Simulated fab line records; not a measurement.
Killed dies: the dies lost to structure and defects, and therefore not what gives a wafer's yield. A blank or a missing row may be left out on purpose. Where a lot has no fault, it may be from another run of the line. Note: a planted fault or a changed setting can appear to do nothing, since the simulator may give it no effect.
Split-lot study || flow n5Finfet || 21 wafers read across 7 lots, on a route 1938 steps long

== SPLIT DETAILS ==
At N5_DUMMY_GATE_COAT_28 (time 60 s, resist thk 10 nm), the setting spinRpm was moved away from the recipe's 1500 rpm on 6 of the 21 wafers read, by -8.7% to +11.3%. For the rest of the wafers, this setting stayed at what the recipe calls for.

Reading taken at the split's own step.

== THE READING ==
underlayer_of_DUMMY_GATE_COAT_28.thkNm (the simulator's own value, which no gauge read), in nm, at N5_DUMMY_GATE_COAT_28 (time 60 s, resist thk 10 nm). The file does not state a usual value for it.

{"wafer": "L080.1", "tool, chamber at the split": "lithoTrack-05, 0", "spinRpm as run, rpm": 1500, "against the recipe": "recipe", "underlayer_of_DUMMY_GATE_COAT_28.thkNm, nm": 10, "against lot-mates on the recipe": "-"}
{"wafer": "L080.4", "tool, chamber at the split": "lithoTrack-05, 0", "spinRpm as run, rpm": 1500, "against the recipe": "recipe", "underlayer_of_DUMMY_GATE_COAT_28.thkNm, nm": 10, "against lot-mates on the recipe": "-"}
{"wafer": "L080.6", "tool, chamber at the split": "lithoTrack-05, 0", "spinRpm as run, rpm": 1451, "against the recipe": "-3.3%", "underlayer_of_DUMMY_GATE_COAT_28.thkNm, nm": 10.2, "against lot-mates on the recipe": "+0.2"}
{"wafer": "L081.3", "tool, chamber at the split": "lithoTrack-01, 0", "spinRpm as run, rpm": 1370, "against the recipe": "-8.7%", "underlayer_of_DUMMY_GATE_COAT_28.thkNm, nm": 10.4, "against lot-mates on the recipe": "+0.4"}
{"wafer": "L081.4", "tool, chamber at the split": "lithoTrack-01, 0", "spinRpm as run, rpm": 1500, "against the recipe": "recipe", "underlayer_of_DUMMY_GATE_COAT_28.thkNm, nm": 10, "against lot-mates on the recipe": "-"}
{"wafer": "L081.5", "tool, chamber at the split": "lithoTrack-01, 0", "spinRpm as run, rpm": 1500, "against the recipe": "recipe", "underlayer_of_DUMMY_GATE_COAT_28.thkNm, nm": 10, "against lot-mates on the recipe": "-"}
{"wafer": "L085.3", "tool, chamber at the split": "lithoTrack-01, 0", "spinRpm as run, rpm": 1500, "against the recipe": "recipe", "underlayer_of_DUMMY_GATE_COAT_28.thkNm, nm": 10, "against lot-mates on the recipe": "-"}
{"wafer": "L085.4", "tool, chamber at the split": "lithoTrack-01, 0", "spinRpm as run, rpm": 1500, "against the recipe": "recipe", "underlayer_of_DUMMY_GATE_COAT_28.thkNm, nm": 10, "against lot-mates on the recipe": "-"}
{"wafer": "L085.5", "tool, chamber at the split": "lithoTrack-01, 0", "spinRpm as run, rpm": 1500, "against the recipe": "recipe", "underlayer_of_DUMMY_GATE_COAT_28.thkNm, nm": 10, "against lot-mates on the recipe": "-"}
{"wafer": "L089.2", "tool, chamber at the split": "lithoTrack-04, 0", "spinRpm as run, rpm": 1500, "against the recipe": "recipe", "underlayer_of_DUMMY_GATE_COAT_28.thkNm, nm": 10, "against lot-mates on the recipe": "-"}
{"wafer": "L089.4", "tool, chamber at the split": "lithoTrack-04, 0", "spinRpm as run, rpm": 1669, "against the recipe": "+11.3%", "underlayer_of_DUMMY_GATE_COAT_28.thkNm, nm": 9.4, "against lot-mates on the recipe": -0.6}
{"wafer": "L089.5", "tool, chamber at the split": "lithoTrack-04, 0", "spinRpm as run, rpm": 1669, "against the recipe": "+11.3%", "underlayer_of_DUMMY_GATE_COAT_28.thkNm, nm": 9.4, "against lot-mates on the recipe": -0.6}
{"wafer": "L092.1", "tool, chamber at the split": "lithoTrack-01, 0", "spinRpm as run, rpm": 1500, "against the recipe": "recipe", "underlayer_of_DUMMY_GATE_COAT_28.thkNm, nm": 10, "against lot-mates on the recipe": "-"}
{"wafer": "L092.4", "tool, chamber at the split": "lithoTrack-01, 0", "spinRpm as run, rpm": 1500, "against the recipe": "recipe", "underlayer_of_DUMMY_GATE_COAT_28.thkNm, nm": 10, "against lot-mates on the recipe": "-"}
{"wafer": "L092.6", "tool, chamber at the split": "lithoTrack-01, 0", "spinRpm as run, rpm": 1500, "against the recipe": "recipe", "underlayer_of_DUMMY_GATE_COAT_28.thkNm, nm": 10, "against lot-mates on the recipe": "-"}
{"wafer": "L094.3", "tool, chamber at the split": "lithoTrack-05, 0", "spinRpm as run, rpm": 1500, "against the recipe": "recipe", "underlayer_of_DUMMY_GATE_COAT_28.thkNm, nm": 10, "against lot-mates on the recipe": "-"}
{"wafer": "L094.4", "tool, chamber at the split": "lithoTrack-05, 0", "spinRpm as run, rpm": 1500, "against the recipe": "recipe", "underlayer_of_DUMMY_GATE_COAT_28.thkNm, nm": 10, "against lot-mates on the recipe": "-"}
{"wafer": "L094.5", "tool, chamber at the split": "lithoTrack-05, 0", "spinRpm as run, rpm": 1500, "against the recipe": "recipe", "underlayer_of_DUMMY_GATE_COAT_28.thkNm, nm": 10, "against lot-mates on the recipe": "-"}
{"wafer": "L095.3", "tool, chamber at the split": "lithoTrack-05, 0", "spinRpm as run, rpm": 1500, "against the recipe": "recipe", "underlayer_of_DUMMY_GATE_COAT_28.thkNm, nm": 10, "against lot-mates on the recipe": "-"}
{"wafer": "L095.4", "tool, chamber at the split": "lithoTrack-05, 0", "spinRpm as run, rpm": 1397, "against the recipe": "-6.9%", "underlayer_of_DUMMY_GATE_COAT_28.thkNm, nm": 10.4, "against lot-mates on the recipe": "+0.4"}
{"wafer": "L095.5", "tool, chamber at the split": "lithoTrack-05, 0", "spinRpm as run, rpm": 1397, "against the recipe": "-6.9%", "underlayer_of_DUMMY_GATE_COAT_28.thkNm, nm": 10.4, "against lot-mates on the recipe": "+0.4"}

THE FIT
A straight line over all 21 wafers: underlayer_of_DUMMY_GATE_COAT_28.thkNm changes by -0.0533 nm for each +1% of spinRpm; r = -1.00; the points scatter about the line by 0.019 nm.
The same after taking each lot's own level away (the mean of its wafers on the recipe; 21 wafers): -0.0533 nm for each +1%; r = -1.00; scatter 0.019 nm.
The reading moves by 0.6 nm for the largest change in spinRpm, on that fit.
The lots' own levels span 10.00 to 10.00 nm.
So the lot-to-lot level changes the slope little: the two slopes agree.
Check: -0.598 nm against its lot-mates is what the line predicts for one of the wafers moved furthest among these (+11.3%) when that wafer is left out of the fit. Against them it came out at -0.6 nm.

== OTHER SPLITS APPLIED TO THESE WAFERS ==
Note: prior to the reading, these wafers also went through further splits. Each is held against what the fit with the lots' levels taken away leaves over:
{"other split on the same wafers": "N5_WELL_APT_COAT_02 spinRpm", "wafers away from the commonest value": 9, "r with underlayer_of_DUMMY_GATE_COAT_28.thkNm (lot level and that fit taken away)": -0.12}
{"other split on the same wafers": "N5_PMOS_HMC_CHANNEL_EPI_EXPOSE_06 doseMj", "wafers away from the commonest value": 5, "r with underlayer_of_DUMMY_GATE_COAT_28.thkNm (lot level and that fit taken away)": "+0.01"}
{"other split on the same wafers": "N5_PMOS_HMC_CHANNEL_EPI_DEVELOP_08 developTimeS", "wafers away from the commonest value": 8, "r with underlayer_of_DUMMY_GATE_COAT_28.thkNm (lot level and that fit taken away)": -0.50}
{"other split on the same wafers": "N5_FIN_SAQP_SPACER2_ALD_28 tempC", "wafers away from the commonest value": 7, "r with underlayer_of_DUMMY_GATE_COAT_28.thkNm (lot level and that fit taken away)": "+0.06"}

== THE FILE'S OWN FIT ==
underlayer_of_DUMMY_GATE_COAT_28.thkNm changes by -0.0524 nm for each +1% of spinRpm, r = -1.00.
